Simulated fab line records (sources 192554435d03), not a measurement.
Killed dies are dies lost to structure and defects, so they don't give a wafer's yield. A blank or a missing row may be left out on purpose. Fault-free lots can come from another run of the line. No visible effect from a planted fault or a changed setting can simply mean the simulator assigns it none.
fab line records	flow n5_finfet
[record] lots = 7	wafers = 21
route steps=1938 shown MOL_CONTACT_COAG@624 BEOL_M0_SAQP@635 BEOL_M0@715 BEOL_M1@780 BEOL_M2@851 BEOL_M4@1040 BEOL_M5@1119
start_h: the number of hours between the record's first day and the start of the first shown wafer of the lot	wait_h: hours since the lot's step before	" repeats the value in the row above	L1.1+2: a row that stands for several wafers	- no value present, or no start provided	* or withheld: withheld	< > ~ a bound
route shown NAME@n: NAME is a module with steps in the file, n the number in the route of the first one	usual: the fault-free wafers' mean and standard deviation	same: alike in all rows	chamber/n: place in a boat	sites: per-site readings	_std_site: the standard deviation of these	_edge_site: inner sites' mean taken away from outer sites' mean	radius_mm: for every site, how far away it sits from the centre of the wafer	mask NAME#n: copy n	behind: the tool/chamber that last shaped the wafer	hold: reason for holding the lot/hours on hold/outcome of the hold	device: the transistor (n, p or np) that didn't switch	end of line: the route-end tests of the same wafers	a step with no rows: only its recipe	killed: dies that structure and defects cost at the first sort, which is not the same as the wafer's yield	map: per-die view of a wafer (x killed, . not killed, _ where there is no die)
set.NAME: the setting as run; set.NAME@STEP: as run at that earlier step	model.NAME: the simulator's own value behind a step, which no gauge read
lots with deliberately changed settings; one table per step, one row per wafer
[[steps]]
[step N5_MOL_CONTACT_COAG_CVD_140]
[recipe] material = W	target_thk_a = 665	mode = selective_fill	temp_c = 300	time_s = 215
lot.wafer	tool	chamber	start_h	wait_h	set.target_thk_a	model.W_of_MOL_CONTACT_COAG_CVD_140.thk_nm
L074.2	cvd_w-01	1	104.64	0.1	665	66.6
L074.3	"	0	"	"	665	66.4
L074.4	"	1	"	"	665	66
L079.3	cvd_w-01	1	134.67	0.1	665	66.6
L079.4	"	0	"	"	665	66
L079.5	"	0	"	"	637.8	64
L081.1	cvd_w-02	0	148.63	0.1	665	66.6
L081.3	"	0	"	"	702	70.6
L081.5	"	1	"	"	665	66.4
L082.1	cvd_w-02	1	158.61	0.1	665	67.6
L082.2	"	0	"	"	665	66.2
L082.4	"	0	"	"	665	66.8
L083.2	cvd_w-01	1	161.19	0.1	665	65.6
L083.4	"	0	"	"	665	65
L083.5	"	1	"	"	617.6	60.8
L087.2	cvd_w-01	0	181.01	0.1	602.8	60.4
L087.4	"	1	"	"	665	67
L087.5	"	1	"	"	602.8	61
L097.1	cvd_w-01	1	238.66	0.1	665	66.6
L097.3	"	0	"	"	665	65.6
L097.6	"	0	"	"	700.8	69.8
[step N5_BEOL_M0_SAQP_PECVD_03]
[recipe] material = SiCN	target_thk_a = 120	temp_c = withheld	precursor = 3MS/NH3	pressure_torr = 3	rf_w = 202	time_s = 21.1
lot.wafer	tool	chamber	start_h	wait_h	set.time_s	model.SiCN_of_BEOL_M0_SAQP_PECVD_03.thk_nm
L074.2+3+4	pecvd-04	1,0,2	109.54	0.1	21.1	12
L079.3+4	pecvd-04	0	139.87	0.1	21.1	12.2
L079.5	"	2	"	"	21.1	11.8
L081.1	pecvd-01	1	153.88	0.1	23.34	13.2
L081.3	"	2	"	"	21.1	11.8
L081.5	"	2	"	"	21.1	12
L082.1	pecvd-02	1	163.00	0.1	21.1	12
L082.2	"	2	"	"	21.1	11.8
L082.4	"	1	"	"	21.1	12.2
L083.2	pecvd-02	0	167.34	0.1	22.89	13
L083.4	"	0	"	"	22.89	13.2
L083.5	"	2	"	"	21.1	12.2
L087.2	pecvd-04	1	187.45	0.1	21.1	11.6
L087.4+5	"	0,1	"	"	21.1	12
L097.1	pecvd-01	0	243.35	0.1	21.1	12.2
L097.3	"	2	"	"	22.33	12.8
L097.6	"	0	"	"	21.1	12.4
[step N5_BEOL_M0_SAQP_PECVD_96]
[recipe] material = a-Si	target_thk_a = 450	temp_c = 350	precursor = SiH4/He	pressure_torr = 3	rf_w = 100	time_s = 45.2
[step N5_BEOL_M0_SAQP_PECVD_97]
[recipe] material = SiNx	target_thk_a = 230	temp_c = 350	precursor = SiH4/NH3/N2	pressure_torr = 1.5	rf_w = 300	time_s = 19.9
[step N5_BEOL_M0_SAQP_ETCH_101]
[recipe] chemistry = CH3F/O2	target = SiNx	mask_material = SiO2	target_depth_a = 299	time_s = 42.7	pressure_mtorr = 30	source_w = 395	bias_w = 73	Ar_flow_sccm = 150	CH3F_flow_sccm = 30	O2_flow_sccm = 20	ion_energy_ev = 120
[step N5_BEOL_M0_SAQP_ETCH_102]
[recipe] chemistry = CF4	target = SiO2	target_depth_a = 40	ion_energy_ev = 350	time_s = 4.4	pressure_mtorr = 10	icp_w = 800	bias_w = 400	cf4_flow_sccm = 80
[step N5_BEOL_M0_SAQP_MANDREL_ETCH_103]
[recipe] chemistry = HBr/Cl2	target = a-Si	target_depth_a = 450	bt_time_s = 10	stop_on = SiCN	mask_material = SiO2	over_etch_frac = 0.8	time_s = 27	pressure_mtorr = 10	icp_w = 800	bias_w = 75	HBr_flow_sccm = 150	Cl2_flow_sccm = 80	ends = end_point
lot.wafer	tool	chamber	start_h	wait_h	set.time_s@BEOL_M0_SAQP_PECVD_03	model.SiCN_of_BEOL_M0_SAQP_PECVD_03.thk_nm
L074.2	rie_si-06	0	112.27	0.0	21.1	8.8
L074.3+4	"	2,3	"	"	21.1	9
L079.3+4	rie_si-06	3,0	142.71	0.0	21.1	9
L079.5	"	3	"	"	21.1	8.8
L081.1	rie_si-06	3	156.81	0.0	23.34	10.2
L081.3	"	0	"	"	21.1	8.6
L081.5	"	2	"	"	21.1	8.8
L082.1+4	rie_si-05	1,0	165.56	0.0	21.1	8.8
L082.2	"	2	"	"	21.1	8.6
L083.2	rie_si-04	3	171.13	0.0	22.89	9.8
L083.4	"	0	"	"	22.89	10
L083.5	"	0	"	"	21.1	9
L087.2	rie_si-06	2	191.67	0.0	21.1	8.6
L087.4+5	"	0,1	"	"	21.1	8.8
L097.1	rie_si-05	3	246.29	0.0	21.1	9
L097.3	"	0	"	"	22.33	9.4
L097.6	"	2	"	"	21.1	9.2
[step N5_BEOL_M0_ETCH_138]
[recipe] chemistry = CH3F/O2	target_depth_a = 120	target = SiCN	time_s = 31.6	ion_energy_ev = 120	pressure_mtorr = 30	source_w = 395	bias_w = 75	Ar_flow_sccm = 150	CH3F_flow_sccm = 30	O2_flow_sccm = 20	ends = cleared
[usual] rf_vpp_V = 297.8/1.8
lot.wafer	tool	chamber	start_h	wait_h	set.source_w	rf_vpp_V
L074.2	rie_diel-01	1	115.88	0.0	395	296.7
L074.3	"	2	"	"	395	299.1
L074.4	"	0	"	"	395	297.0
L079.3	rie_diel-03	3	147.11	0.0	464.8	284.0
L079.4	"	0	"	"	395	297.3
L079.5	"	3	"	"	464.8	285.5
L081.1	rie_diel-06	2	160.89	0.0	395	295.5
L081.3	"	1	"	"	349.9	308.2
L081.5	"	2	"	"	395	295.6
L082.1	rie_diel-06	2	169.53	0.0	324.9	314.9
L082.2	"	3	"	"	324.9	319.3
L082.4	"	0	"	"	395	299.3
L083.2	rie_diel-01	2	175.66	0.0	328.8	317.7
L083.4	"	0	"	"	395	296.8
L083.5	"	1	"	"	328.8	313.1
L087.2	rie_diel-01	1	195.77	0.0	395	294.6
L087.4	"	3	"	"	395	297.9
L087.5	"	2	"	"	439.5	287.3
L097.1	rie_diel-06	1	250.69	0.0	395	299.4
L097.3	"	3	"	"	325.9	318.3
L097.6	"	3	"	"	325.9	319.4
[step N5_BEOL_M1_COAT_22]
[recipe] resist = CAR-EUV	spin_rpm = 1500	resist_thk_nm = 30
lot.wafer	tool	chamber	start_h	wait_h	set.spin_rpm	model.CAR-EUV_of_BEOL_M1_COAT_22.thk_nm
L074.2+3+4	litho_track-04	0	-	-	1500	30
L079.3	litho_track-04	0	-	-	1500	30
L079.4+5	"	0	"	"	1410	31
L081.1	litho_track-02	0	-	-	1500	30
L081.3	"	0	"	"	1339	32
L081.5	"	0	"	"	1339	31.8
L082.1	litho_track-01	0	-	-	1500	30
L082.2+4	"	0	"	"	1349	31.6
L083.2	litho_track-02	0	-	-	1368	31.4
L083.4	"	0	"	"	1368	31.6
L083.5	"	0	"	"	1500	30
L087.2+4+5	litho_track-04	0	-	-	1500	30
L097.1+3+6	litho_track-01	0	-	-	1500	30
[step N5_BEOL_M1_EBR_24]
[recipe] solvent = PGMEA	ebr_width_mm = 1.5
[step N5_BEOL_M1_SOFTBAKE_23]
[recipe] temp_c = 110	time_s = 60	resist = CAR-EUV
[step N5_BEOL_M1_DESCUM_33]
[recipe] chemistry = O2	time_s = 7	source_power_w = 50	bias_power_w = 20	pressure_mtorr = 20	rf_frequency_hz = 2.712e+07	temp_c = 40	resist = CAR-EUV	o2_flow_sccm = 225
lot.wafer	tool	chamber	start_h	wait_h	set.spin_rpm@BEOL_M1_COAT_22	model.CAR-EUV_of_BEOL_M1_COAT_22.thk_nm
L074.2+3+4	rie_diel-04	1,2,0	125.53	0.0	1500	26
L079.3	rie_diel-05	3	157.55	0.0	1500	26.2
L079.4+5	"	0	"	"	1410	27
L081.1	rie_diel-05	3	169.57	0.1	1500	26.2
L081.3	"	1	"	"	1339	28
L081.5	"	0	"	"	1339	27.8
L082.1	rie_diel-04	3	180.14	0.0	1500	26
L082.2+4	"	1,0	"	"	1349	27.6
L083.2	rie_diel-05	2	185.66	0.1	1368	27.4
L083.4	"	1	"	"	1368	27.6
L083.5	"	1	"	"	1500	26
L087.2+4	rie_diel-05	0,3	202.82	0.0	1500	26
L087.5	"	1	"	"	1500	26.2
L097.1	rie_diel-02	2	260.01	0.0	1500	26
L097.3+6	"	0,2	"	"	1500	26.2
[step N5_BEOL_M1_ETCH_77]
[recipe] chemistry = N2/H2	target = underlayer	target_depth_a = 65	mask_material = CAR-EUV	time_s = 5.2	ion_energy_ev = 200	pressure_mtorr = 30	source_w = 840	bias_w = 150	n2_flow_sccm = 200	h2_flow_sccm = 200	ends = cleared
lot.wafer	tool	chamber	start_h	wait_h	set.spin_rpm@BEOL_M1_COAT_22	model.CAR-EUV_of_BEOL_M1_COAT_22.thk_nm
L074.2	rie_diel-04	1	125.56	0.0	1500	20.4
L074.3+4	"	2,0	"	"	1500	20.2
L079.3	rie_diel-05	3	157.59	0.0	1500	20.4
L079.4+5	"	0	"	"	1410	21.2
L081.1	rie_diel-05	3	169.61	0.0	1500	20.4
L081.3	"	1	"	"	1339	22.2
L081.5	"	0	"	"	1339	22
L082.1	rie_diel-04	3	180.18	0.0	1500	20.4
L082.2	"	1	"	"	1349	22
L082.4	"	0	"	"	1349	21.8
L083.2	rie_diel-05	2	185.70	0.0	1368	21.6
L083.4	"	1	"	"	1368	21.8
L083.5	"	1	"	"	1500	20.4
L087.2	rie_diel-05	0	202.86	0.0	1500	20.2
L087.4+5	"	3,1	"	"	1500	20.4
L097.1+3+6	rie_diel-02	2,0,2	260.05	0.0	1500	20.4
[step N5_BEOL_M2_EXPOSE_08]
[recipe] mask_id = M2	na = 0.33	source_shape = dipole	sigma_inner = 0.369	sigma_outer = 0.767	polarization = unpolarized	dose_mj = 41.25
lot.wafer	tool	chamber	start_h	wait_h	mask	set.dose_mj
L074.2+3+4	euv_scanner-02	0	133.21	-	M2#0	41.25
L079.3+4+5	euv_scanner-02	0	166.87	-	M2#0	41.25
L081.1+5	euv_scanner-02	0	177.16	-	M2#0	38.47
L081.3	"	0	"	"	M2#0	41.25
L082.1+2+4	euv_scanner-02	0	186.06	-	M2#0	41.25
L083.2+4+5	euv_scanner-01	0	193.07	-	M2#0	41.25
L087.2+4+5	euv_scanner-02	0	212.99	-	M2#0	41.25
L097.1+6	euv_scanner-02	0	268.77	-	M2#0	41.25
L097.3	"	0	"	"	M2#0	44.33
[step N5_BEOL_M2_PEB_09]
[recipe] peb_temp_c = 100	peb_time_s = 60	resist = CAR-EUV
[step N5_BEOL_M2_DEVELOP_10]
[recipe] develop_time_s = 30	developer = TMAH	resist = CAR-EUV	rinse_liquid = surfactant_rinse	dry = air_spin	dev_temp_c = 23
[step N5_BEOL_M2_CD_MEAS_11]
[recipe] target_cd_nm = 16.79	landing_energy_ev = 500	detector = se_inlens	polarity = opening
[usual] cd_nm = 16.91/0.22
lot.wafer	tool	chamber	start_h	wait_h	set.dose_mj@BEOL_M2_EXPOSE_08	cd_nm
L074.2	cd_sem-02	0	133.33	-	41.25	16.79
L074.3	"	0	"	"	41.25	17.19
L074.4	"	0	"	"	41.25	16.78
L079.3	cd_sem-02	0	166.99	-	41.25	16.73
L079.4	"	0	"	"	41.25	16.94
L079.5	"	0	"	"	41.25	16.64
L081.1	cd_sem-02	0	177.29	-	38.47	15.85
L081.3	"	0	"	"	41.25	16.99
L081.5	"	0	"	"	38.47	15.68
L082.1	cd_sem-03	0	186.20	-	41.25	16.71
L082.2	"	0	"	"	41.25	16.44
L082.4	"	0	"	"	41.25	16.99
L083.2	cd_sem-03	0	193.19	-	41.25	16.91
L083.4	"	0	"	"	41.25	17.07
L083.5	"	0	"	"	41.25	16.62
L087.2	cd_sem-02	0	213.11	-	41.25	17.21
L087.4	"	0	"	"	41.25	16.78
L087.5	"	0	"	"	41.25	17.17
L097.1	cd_sem-02	0	268.90	-	41.25	16.98
L097.3	"	0	"	"	44.33	17.98
L097.6	"	0	"	"	41.25	16.92
[step N5_BEOL_M2_DESCUM_16]
[recipe] chemistry = O2	time_s = 7	source_power_w = 50	bias_power_w = 20	pressure_mtorr = 20	rf_frequency_hz = 2.712e+07	temp_c = 40	resist = CAR-EUV	o2_flow_sccm = 225
[step N5_BEOL_M2_ETCH_74]
[recipe] chemistry = N2/H2	target = underlayer	target_depth_a = 65	mask_material = CAR-EUV	time_s = 5.2	ion_energy_ev = 200	pressure_mtorr = 30	source_w = 840	bias_w = 150	n2_flow_sccm = 200	h2_flow_sccm = 200	ends = cleared
lot.wafer	tool	chamber	start_h	wait_h	set.dose_mj@BEOL_M2_EXPOSE_08	model.BEOL_M2.cd_offset_nm
L074.2+4	rie_diel-03	2,0	133.99	0.0	41.25	0
L074.3	"	3	"	"	41.25	0.2
L079.3+4	rie_diel-01	2,0	167.14	0.0	41.25	0.2
L079.5	"	2	"	"	41.25	0.4
L081.1	rie_diel-01	0	178.68	0.0	38.47	-1.2
L081.3	"	2	"	"	41.25	0.2
L081.5	"	0	"	"	38.47	-1.4
L082.1	rie_diel-06	1	186.35	0.0	41.25	-0.2
L082.2+4	"	3,2	"	"	41.25	0
L083.2	rie_diel-06	0	193.35	0.0	41.25	0.2
L083.4	"	1	"	"	41.25	0
L083.5	"	3	"	"	41.25	0.4
L087.2	rie_diel-03	1	213.27	0.0	41.25	0
L087.4+5	"	3,2	"	"	41.25	0.4
L097.1	rie_diel-01	2	269.06	0.0	41.25	0.2
L097.3	"	0	"	"	44.33	1.4
L097.6	"	3	"	"	41.25	0
[step N5_BEOL_M2_ETCH_64]
[recipe] chemistry = N2/H2	target = SOC	target_depth_a = 750	overetch_a = 225	mask_material = SiARC	temp_c = 40	time_s = 121.9	ion_energy_ev = 200	pressure_mtorr = 30	source_w = 840	bias_w = 150	n2_flow_sccm = 200	h2_flow_sccm = 200
[usual] rf_vpp_V = 524.7/2.6
lot.wafer	tool	chamber	start_h	wait_h	set.source_w	set.dose_mj@BEOL_M2_EXPOSE_08	rf_vpp_V	model.BEOL_M2.cd_offset_nm
L074.2	rie_diel-03	2	134.03	0.0	840	41.25	522.1	0.2
L074.3	"	3	"	"	840	41.25	527.8	0.2
L074.4	"	0	"	"	840	41.25	525.2	-0.4
L079.3	rie_diel-01	2	167.19	0.0	840	41.25	524.0	0
L079.4	"	0	"	"	840	41.25	525.4	0
L079.5	"	2	"	"	840	41.25	525.9	0.2
L081.1	rie_diel-01	0	178.72	0.0	840	38.47	524.0	-1.4
L081.3	"	2	"	"	840	41.25	525.0	0.2
L081.5	"	0	"	"	840	38.47	522.7	-1.4
L082.1	rie_diel-06	1	186.40	0.0	840	41.25	525.9	-0.2
L082.2	"	3	"	"	840	41.25	528.6	-0.2
L082.4	"	2	"	"	840	41.25	520.2	0
L083.2	rie_diel-06	0	193.40	0.0	840	41.25	527.1	0.2
L083.4	"	1	"	"	840	41.25	524.2	0.2
L083.5	"	3	"	"	917.7	41.25	514.2	0.6
L087.2	rie_diel-03	1	213.31	0.0	840	41.25	524.8	0
L087.4	"	3	"	"	959.2	41.25	507.3	0.8
L087.5	"	2	"	"	840	41.25	521.2	0.6
L097.1	rie_diel-01	2	269.11	0.0	956.5	41.25	502.4	0.4
L097.3	"	0	"	"	956.5	44.33	502.1	2.2
L097.6	"	3	"	"	956.5	41.25	503.3	0.6
[step N5_BEOL_M2_STRIP_65]
[recipe] chemistry = N2/H2	temp_c = 40	n2_flow_sccm = 200	h2_flow_sccm = 200	rf_frequency_hz = 6e+07
[step N5_BEOL_M2_STRIP_75]
[recipe] chemistry = N2/H2	temp_c = 40	n2_flow_sccm = 200	h2_flow_sccm = 200	rf_frequency_hz = 6e+07
[step N5_BEOL_M2_STRIP_66]
[recipe] chemistry = CF4	resist = SiARC	power_w = 300	bias_power_w = 75	pressure_mtorr = 50	cf4_flow_sccm = 150	rf_frequency_hz = 6e+07
[step N5_BEOL_M2_HM_OPEN_17]
[recipe] chemistry = Cl2/BCl3	target_depth_a = 200	overetch_a = 60	target = TiN	mask_material = SOC	ion_energy_ev = 150	pressure_mtorr = 10	icp_w = 1000	bias_w = 126	Cl2_flow_sccm = 53.25	bcl3_flow_sccm = 21.75	Ar_flow_sccm = 25
lot.wafer	tool	chamber	start_h	wait_h	set.dose_mj@BEOL_M2_EXPOSE_08	model.BEOL_M2.cd_offset_nm
L074.2	rie_metal-01	0	134.21	0.0	41.25	0.2
L074.3	"	1	"	"	41.25	0.4
L074.4	"	0	"	"	41.25	-0.4
L079.3	rie_metal-02	1	167.39	0.1	41.25	-0.2
L079.4	"	0	"	"	41.25	0
L079.5	"	0	"	"	41.25	0.2
L081.1+5	rie_metal-01	1	178.90	0.0	38.47	-1.6
L081.3	"	0	"	"	41.25	0.2
L082.1+4	rie_metal-01	0,1	186.57	0.0	41.25	-0.2
L082.2	"	1	"	"	41.25	-0.4
L083.2	rie_metal-02	0	193.57	0.0	41.25	0
L083.4	"	1	"	"	41.25	0.2
L083.5	"	1	"	"	41.25	0.4
L087.2	rie_metal-02	1	213.49	0.0	41.25	-0.2
L087.4	"	1	"	"	41.25	0.6
L087.5	"	1	"	"	41.25	0.4
L097.1	rie_metal-02	1	269.28	0.0	41.25	0.4
L097.3	"	1	"	"	44.33	2.2
L097.6	"	0	"	"	41.25	0.6
[step N5_BEOL_M4_ETCH_64]
[recipe] chemistry = N2/H2	target = SOC	target_depth_a = 750	overetch_a = 225	mask_material = SiARC	temp_c = 40	time_s = 121.9	ion_energy_ev = 200	pressure_mtorr = 30	source_w = 840	bias_w = 150	n2_flow_sccm = 200	h2_flow_sccm = 200
[usual] rf_vpp_V = 524.6/2.5
lot.wafer	tool	chamber	start_h	wait_h	set.bias_w	rf_vpp_V	model.SiARC_of_BEOL_M4_COAT_62.thk_nm
L074.2	rie_diel-06	3	156.25	0.0	150	528.9	6
L074.3	"	0	"	"	150	527.8	6.2
L074.4	"	1	"	"	150	526.4	6.2
L079.3	rie_diel-01	1	193.11	0.0	150	521.8	6.4
L079.4	"	0	"	"	150	523.8	6.2
L079.5	"	1	"	"	150	521.9	6.4
L081.1	rie_diel-06	0	198.33	0.0	124	467.8	7.6
L081.3	"	3	"	"	150	528.0	6
L081.5	"	2	"	"	150	520.2	6.2
L082.1	rie_diel-03	2	203.07	0.0	150	520.8	6.2
L082.2	"	3	"	"	176.6	584.2	4.8
L082.4	"	0	"	"	176.6	583.0	5.4
L083.2	rie_diel-06	3	215.71	0.0	150	528.3	6.2
L083.4	"	0	"	"	170.3	570.9	5.6
L083.5	"	1	"	"	170.3	566.7	5.2
L087.2	rie_diel-01	0	242.20	0.0	125.9	469.9	7.4
L087.4	"	1	"	"	150	521.4	6.4
L087.5	"	2	"	"	125.9	468.7	7.4
L097.1	rie_diel-06	1	291.61	0.0	124.2	465.7	7.4
L097.3	"	3	"	"	150	527.9	6.2
L097.6	"	1	"	"	124.2	465.6	7.4
[step N5_BEOL_M4_COAT_22]
[recipe] resist = CAR-EUV	spin_rpm = 1500	resist_thk_nm = 30
lot.wafer	tool	chamber	start_h	wait_h	set.spin_rpm	model.CAR-EUV_of_BEOL_M4_COAT_22.thk_nm
L074.2+3+4	litho_track-03	0	-	-	1500	30
L079.3	litho_track-02	0	-	-	1627	28.8
L079.4+5	"	0	"	"	1500	30
L081.1+3	litho_track-03	0	-	-	1606	29
L081.5	"	0	"	"	1500	30
L082.1+4	litho_track-02	0	-	-	1434	30.6
L082.2	"	0	"	"	1500	30
L083.2+4+5	litho_track-01	0	-	-	1574	29.4
L087.2+4+5	litho_track-01	0	-	-	1500	30
L097.1+3	litho_track-02	0	-	-	1500	30
L097.6	"	0	"	"	1500	30.2
[step N5_BEOL_M4_EBR_24]
[recipe] solvent = PGMEA	ebr_width_mm = 1.5
[step N5_BEOL_M4_SOFTBAKE_23]
[recipe] temp_c = 110	time_s = 60	resist = CAR-EUV
[step N5_BEOL_M4_DESCUM_33]
[recipe] chemistry = O2	time_s = 7	source_power_w = 50	bias_power_w = 20	pressure_mtorr = 20	rf_frequency_hz = 2.712e+07	temp_c = 40	resist = CAR-EUV	o2_flow_sccm = 225
[step N5_BEOL_M4_ETCH_77]
[recipe] chemistry = N2/H2	target = underlayer	target_depth_a = 65	mask_material = CAR-EUV	time_s = 5.2	ion_energy_ev = 200	pressure_mtorr = 30	source_w = 840	bias_w = 150	n2_flow_sccm = 200	h2_flow_sccm = 200	ends = cleared
lot.wafer	tool	chamber	start_h	wait_h	set.spin_rpm@BEOL_M4_COAT_22	model.CAR-EUV_of_BEOL_M4_COAT_22.thk_nm
L074.2+3+4	rie_diel-03	3,0,3	157.20	0.0	1500	20.4
L079.3	rie_diel-06	2	193.94	0.0	1627	19.2
L079.4	"	0	"	"	1500	20.4
L079.5	"	1	"	"	1500	20.2
L081.1	rie_diel-06	1	199.31	0.0	1606	19.2
L081.3	"	0	"	"	1606	19.4
L081.5	"	3	"	"	1500	20.4
L082.1+4	rie_diel-01	3,1	204.03	0.0	1434	21
L082.2	"	0	"	"	1500	20.2
L083.2	rie_diel-06	1	216.87	0.0	1574	19.6
L083.4+5	"	3	"	"	1574	19.8
L087.2	rie_diel-01	2	243.14	0.0	1500	20.6
L087.4+5	"	0,1	"	"	1500	20.4
L097.1+3+6	rie_diel-01	3,1,1	292.57	0.0	1500	20.4
[step N5_BEOL_M5_COAT_71]
[recipe] resist = underlayer	temp_c = 205	time_s = 60	spin_rpm = 1500	resist_thk_nm = 5
lot.wafer	tool	chamber	start_h	wait_h	set.spin_rpm
L074.2+3+4	litho_track-04	0	-	-	1500
L079.3	litho_track-03	0	-	-	1404
L079.4+5	"	0	"	"	1500
L081.1+3	litho_track-03	0	-	-	1575
L081.5	"	0	"	"	1500
L082.1+2+4	litho_track-03	0	-	-	1500
L083.2+4	litho_track-03	0	-	-	1500
L083.5	"	0	"	"	1577
L087.2+4+5	litho_track-04	0	-	-	1500
L097.1+6	litho_track-05	0	-	-	1500
L097.3	"	0	"	"	1346
[[key]]
[split] step = N5_MOL_CONTACT_COAG_CVD_140	setting = target_thk_a	stated = 665	by = wafer
[response] step = N5_MOL_CONTACT_COAG_CVD_140	reading = model.W_of_MOL_CONTACT_COAG_CVD_140.thk_nm	change = +0.666	per = 1%	r = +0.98
[split] step = N5_BEOL_M0_SAQP_PECVD_03	setting = time_s	stated = 21.1	by = wafer
[response] step = N5_BEOL_M0_SAQP_PECVD_03	reading = model.SiCN_of_BEOL_M0_SAQP_PECVD_03.thk_nm	change = +0.111	per = 1%	r = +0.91
[response] step = N5_BEOL_M0_SAQP_MANDREL_ETCH_103	reading = model.SiCN_of_BEOL_M0_SAQP_PECVD_03.thk_nm	change = +0.116	per = 1%	r = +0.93
[split] step = N5_BEOL_M0_ETCH_138	setting = source_w	stated = 395	by = wafer
[response] step = N5_BEOL_M0_ETCH_138	reading = rf_vpp_V	change = -0.975	per = 1%	r = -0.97
[split] step = N5_BEOL_M1_COAT_22	setting = spin_rpm	stated = 1500	by = wafer
[response] step = N5_BEOL_M1_COAT_22	reading = model.CAR-EUV_of_BEOL_M1_COAT_22.thk_nm	change = -0.169	per = 1%	r = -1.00
[response] step = N5_BEOL_M1_DESCUM_33	reading = model.CAR-EUV_of_BEOL_M1_COAT_22.thk_nm	change = -0.159	per = 1%	r = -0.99
[response] step = N5_BEOL_M1_ETCH_77	reading = model.CAR-EUV_of_BEOL_M1_COAT_22.thk_nm	change = -0.15	per = 1%	r = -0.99
[split] step = N5_BEOL_M2_EXPOSE_08	setting = dose_mj	stated = 41.25	by = wafer
[response] step = N5_BEOL_M2_CD_MEAS_11	reading = cd_nm	change = +0.158	per = 1%	r = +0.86
[response] step = N5_BEOL_M2_ETCH_74	reading = model.BEOL_M2.cd_offset_nm	change = +0.196	per = 1%	r = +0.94
[response] step = N5_BEOL_M2_ETCH_64	reading = model.BEOL_M2.cd_offset_nm	change = +0.232	per = 1%	r = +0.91
[response] step = N5_BEOL_M2_HM_OPEN_17	reading = model.BEOL_M2.cd_offset_nm	change = +0.245	per = 1%	r = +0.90
[split] step = N5_BEOL_M2_ETCH_64	setting = source_w	stated = 840	by = wafer
[response] step = N5_BEOL_M2_ETCH_64	reading = rf_vpp_V	change = -1.15	per = 1%	r = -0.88
[split] step = N5_BEOL_M4_ETCH_64	setting = bias_w	stated = 150	by = wafer
[response] step = N5_BEOL_M4_ETCH_64	reading = rf_vpp_V	change = +3.36	per = 1%	r = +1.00
[response] step = N5_BEOL_M4_ETCH_64	reading = model.SiARC_of_BEOL_M4_COAT_62.thk_nm	change = -0.0688	per = 1%	r = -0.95
[split] step = N5_BEOL_M4_COAT_22	setting = spin_rpm	stated = 1500	by = wafer
[response] step = N5_BEOL_M4_COAT_22	reading = model.CAR-EUV_of_BEOL_M4_COAT_22.thk_nm	change = -0.141	per = 1%	r = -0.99
[response] step = N5_BEOL_M4_ETCH_77	reading = model.CAR-EUV_of_BEOL_M4_COAT_22.thk_nm	change = -0.146	per = 1%	r = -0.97
[split] step = N5_BEOL_M5_COAT_71	setting = spin_rpm	stated = 1500	by = wafer
response none in this file
